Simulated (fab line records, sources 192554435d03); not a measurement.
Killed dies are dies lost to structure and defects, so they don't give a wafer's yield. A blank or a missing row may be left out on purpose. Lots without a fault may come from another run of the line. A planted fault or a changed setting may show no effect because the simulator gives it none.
Split-lot experiment | flow n5_finfet | 7 lots, 21 wafers read, on a route of 1938 steps

THE SPLIT
At N5_BEOL_M11_ILD_DEP_00 (deposits SiCOH lowk from DEMS/porogen, target thk 308.51 nm, time 58 s), the setting temp_c was moved away from the recipe's 300 C on 8 of the 21 wafers read, by -2.0% to +1.5%. The other wafers ran this setting at the recipe's value.

FROM THE SPLIT TO THE READING: what the file shows between them, 1 step
- N5_BEOL_M11_CURE_71: cures SiCOH lowk, time 240 s

THE READING
M11_ILD_THK, in nm, at N5_BEOL_M11_THK_MEAS_01. Fault-free wafers of this fab line usually give 267 nm, standard deviation 3.3 nm.

wafer  | tool, chamber at the split | temp_c as run, C | against the recipe | M11_ILD_THK, nm | against lot-mates on the recipe
L074.3 | pecvd-04, 1                | 300              | recipe             | 265             | -
L074.4 | pecvd-04, 0                | 300              | recipe             | 268             | -
L074.6 | pecvd-04, 2                | 300              | recipe             | 269             | -
L078.1 | pecvd-02, 2                | 302              | +0.7%              | 259             | -9
L078.3 | pecvd-02, 1                | 300              | recipe             | 266             | -
L078.4 | pecvd-02, 0                | 300              | recipe             | 270             | -
L080.1 | pecvd-04, 2                | 294.1            | -2.0%              | 275             | no lot-mate on the recipe
L080.3 | pecvd-04, 1                | 294.1            | -2.0%              | 275             | no lot-mate on the recipe
L080.5 | pecvd-04, 1                | 294.1            | -2.0%              | 274             | no lot-mate on the recipe
L082.1 | pecvd-02, 0                | 300              | recipe             | 265             | -
L082.3 | pecvd-02, 2                | 300              | recipe             | 264             | -
L082.6 | pecvd-02, 2                | 296.8            | -1.1%              | 273             | +8
L086.1 | pecvd-04, 2                | 300              | recipe             | 265             | -
L086.2 | pecvd-04, 1                | 294.6            | -1.8%              | 273             | +8
L086.3 | pecvd-04, 0                | 300              | recipe             | 264             | -
L090.3 | pecvd-03, 1                | 304.6            | +1.5%              | 258             | -11
L090.4 | pecvd-03, 2                | 304.6            | +1.5%              | 263             | -6
L090.6 | pecvd-03, 1                | 300              | recipe             | 269             | -
L097.1 | pecvd-04, 0,2              | 300              | recipe             | 270             | -
L097.2 | pecvd-04, 0,2              | 300              | recipe             | 269             | -
L097.3 | pecvd-04, 1                | 300              | recipe             | 267             | -
Where a row lists several chambers, the file gives one row for several wafers and doesn't say which wafer went through which chamber.

THE FIT
A straight line over all 21 wafers: M11_ILD_THK changes by -4.23 nm for each +1% of temp_c; r = -0.88; the points scatter about the line by 2.4 nm.
The same after taking each lot's own level away (the mean of its wafers on the recipe; 18 wafers): -5.91 nm for each +1%; r = -0.91; scatter 2.1 nm.
On that fit, the largest move of temp_c shifts the reading by 12 nm.
The lots' own levels span 264.5 to 269.0 nm, that is 1.4 times the standard deviation above.
So the lot-to-lot level changes the slope: the two fits differ.
Check: with one of the wafers moved furthest among these (-1.8%) left out of the fit, the line predicts +11.8 nm for it against its lot-mates. It came out at +8.5 nm against them.

OTHER SPLITS ON THESE WAFERS
These wafers also went through other splits before the reading. Each is held against what the fit with the lots' levels taken away leaves over:
other split on the same wafers   | wafers away from the commonest value | r with M11_ILD_THK (lot level and that fit taken away)
N5_BEOL_M8_EXPOSE_25 dose_mj     | 6                                    | +0.35
N5_BEOL_M8_ETCH_66 source_w      | 9                                    | -0.04
N5_BEOL_M8_VIA_ETCH_34 source_w  | 7                                    | +0.07
N5_BEOL_M8_TRENCH_ETCH_37 bias_w | 6                                    | -0.36
N5_BEOL_M9_TRENCH_ETCH_37 bias_w | 3                                    | +0.03

THE WHOLE CHAIN: every reading that the file lists as answering this split, in the file's order
step                    | what it does                                                           | reading                                                                                   | change (the file's fit)              | r (the file's)
N5_BEOL_M11_ILD_DEP_00  | deposits SiCOH lowk from DEMS/porogen, target thk 308.51 nm, time 58 s | SiCOH_lowk_of_BEOL_M11_ILD_DEP_00.thk_nm (the simulator's own value, which no gauge read) | -7.05 nm for each +1% of the setting | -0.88
N5_BEOL_M11_CURE_71     | cures SiCOH lowk, time 240 s                                           | SiCOH_lowk_of_BEOL_M11_ILD_DEP_00.thk_nm (the simulator's own value, which no gauge read) | -6.29 nm for each +1% of the setting | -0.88
N5_BEOL_M11_THK_MEAS_01 |                                                                        | M11_ILD_THK                                                                               | -6.23 for each +1% of the setting    | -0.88

THE FILE'S OWN FIT
M11_ILD_THK changes by -6.23 nm for each +1% of temp_c, r = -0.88.
